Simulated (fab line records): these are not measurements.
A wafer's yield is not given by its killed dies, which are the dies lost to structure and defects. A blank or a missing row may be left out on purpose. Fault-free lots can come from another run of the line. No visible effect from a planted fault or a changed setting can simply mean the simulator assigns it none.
Problem report, 8D (eight disciplines) form, completed by code    flow nandHarc    the parts of the form that need people (team, actions taken, sign-off) are left out

## 1. PROBLEM STATEMENT
At NHARC_A_CHANNEL_HOLE_D1_INSPECT_40, rawDefectCount averages 454 over 6 wafers from 2 lots, while fault-free wafers read 61, standard deviation 19. That is +21 standard deviations from the usual mean.
First seen on wafer L690.3, day 13 06:53, on defectInspect-01. Wafers with a number at this step in the record: 30, from 10 lots. Rule for "out", or "out of limits": more than 4 standard deviations from the usual mean. All remaining wafers that have a number are taken as sound.

## 2. WHAT IT IS AND WHAT IT IS NOT
question                     is                                  is not
which readings at this step  rawDefectCount                      -
which lots                   L689, L690                          L671, L675, L676, L679, L682, L684, L691, L694
which wafers of those lots   all that have a number              -
read on which gauges         defectInspect-01, defectInspect-02  -
when                         from day 13 06:53                   up to then (21 sound wafers); but 3 sound wafers of L694 came after

## 3. WHAT RULES OUT EACH SUSPECT
Counting: a tool at any process step up to the reading remains a suspect when it ran all the lots that are out and ran no sound lot after the first of those.
- the gauge at NHARC_A_CHANNEL_HOLE_D1_INSPECT_40 has been ruled out. 2 gauges (defectInspect-01, defectInspect-02) read the wafers that are out.
- harEtch-02 at NHARC_A_CHANNEL_HOLE_D1_ETCH_24 (etches the open film in C4F8/O2/Ar, time 906.2 s, target depth 1500 nm): ruled out as a lasting fault. Sound lots L694 ran on it after its first lot that is out, L690 (day 13 03:05).
- harEtch-02 at NHARC_A_CHANNEL_HOLE_D1_ETCH_33 (etches the open film in C4F8/O2/Ar, time 90 s, target depth 400 nm): ruled out as a lasting fault. Sound lots L694 ran on it after its first lot that is out, L690 (day 13 04:43).
- rieDiel-01 at NHARC_A_CHANNEL_HOLE_D1_ETCH_44 (etches the open film in CF4/O2, target depth 140 nm, overetch 14 nm, time 77 s): kept. It ran every lot that is out, first L690 (day 13 05:53), and no sound lot after that; its last sound lot up to then is L684 (day 11 15:58).
Remaining after the count: rieDiel-01 at NHARC_A_CHANNEL_HOLE_D1_ETCH_44.

## 4. THE CAUSE (what the simulator had put in)
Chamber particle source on rieDiel-01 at NHARC_A_CHANNEL_HOLE_D1_ETCH_44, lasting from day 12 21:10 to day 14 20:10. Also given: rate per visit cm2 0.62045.
After counting, this tool was the only one left.

## 5. THE CHAIN OF EFFECTS, in route order
Rows list readings where the struck wafers' mean (over those with a number) sits beyond 3 standard deviations from the usual. Only readings for which the record gives a usual standard deviation are gone through. hours: the time from each lot's start at the first step in this table that gives one to its start at this step, as a median over the lots. sigmas: the change in usual standard deviations.
hours  step                                reading         usual  on struck wafers  change  sigmas
0      NHARC_A_CHANNEL_HOLE_D1_INSPECT_40  rawDefectCount  61     454               +393    +21
259    NHARC_END_SORT_01                   killedAtArray   29     73                +44     +4.4
259    NHARC_END_SORT_01                   killedDies      33     79                +46     +4.6

## 6. HOW IT WOULD HAVE BEEN CAUGHT EARLIER
In this record the first reading out of limits at a measuring or inspecting step was taken at day 13 06:53, 10 hours after the fault began at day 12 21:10.
Of the tool readings at NHARC_A_CHANNEL_HOLE_D1_ETCH_44 for which the record gives a usual standard deviation, none was out on any struck wafer, so an alarm limit of 4 standard deviations on them would not have fired.
Of the lots that are out (2), L689 began NHARC_A_CHANNEL_HOLE_D1_ETCH_44 on rieDiel-01 after day 13 06:53. A hold on the tool at that time would have spared it.
